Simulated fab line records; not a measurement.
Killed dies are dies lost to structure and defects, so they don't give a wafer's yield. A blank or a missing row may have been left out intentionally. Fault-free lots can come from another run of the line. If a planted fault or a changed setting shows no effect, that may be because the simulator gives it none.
Chamber matching / flow nand_harc / ald_hk-03 running NHARC_A_CHANNEL_FILL_D1_ALD_14: 4 sister chambers
The step deposits SiO2, target thk 2.5 nm, pulse time 10 s, ald cycles 25. 4 wafers are shown with their chamber, then 9 later ones without.

## WAFERS PAIRED WITH THEIR CHAMBERS
wafer=L081.6; chamber=3; heater_power_w (W)=409
wafer=L086.1; chamber=2; heater_power_w (W)=447
wafer=L086.2; chamber=1; heater_power_w (W)=389
wafer=L086.3; chamber=0; heater_power_w (W)=395

## WAFERS MISSING THEIR CHAMBER
wafer=L086.4; heater_power_w (W)=419
wafer=L086.5; heater_power_w (W)=415
wafer=L086.6; heater_power_w (W)=397
wafer=L091.1; heater_power_w (W)=385
wafer=L091.3; heater_power_w (W)=398
wafer=L091.5; heater_power_w (W)=420
wafer=L093.1; heater_power_w (W)=396
wafer=L093.2; heater_power_w (W)=453
wafer=L093.6; heater_power_w (W)=461

## EACH ONE'S CHAMBER
wafer=L086.4; from the rows above=can't be placed: 3 or 0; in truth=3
wafer=L086.5; from the rows above=can't be placed: 3 or 0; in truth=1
wafer=L086.6; from the rows above=can't be placed: 0 or 1 or 3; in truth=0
wafer=L091.1; from the rows above=can't be placed: 1 or 0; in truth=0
wafer=L091.3; from the rows above=can't be placed: 0 or 1 or 3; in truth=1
wafer=L091.5; from the rows above=can't be placed: 3 or 0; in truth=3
wafer=L093.1; from the rows above=can't be placed: 0 or 1 or 3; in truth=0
wafer=L093.2; from the rows above=2; in truth=2
wafer=L093.6; from the rows above=2; in truth=2
Placed correctly: 2 of 9. Cannot be placed on the basis of these rows: 7; the candidates contain the true chamber in 6. 0 placed wrongly.
How it was worked out, from the rows above alone: a wafer's distance from a chamber is the root of the sum, over the readings, of the square of ((its reading less the chamber's mean) divided by the reading's scatter). The wafer belongs to the nearest chamber; if the next one is less than 2 further off, it can't be placed. A chamber's mean is the mean of its shown wafers. The scatter: with one shown wafer a chamber, the root of the mean of the squares of how far each hidden wafer lies from its nearest shown one.
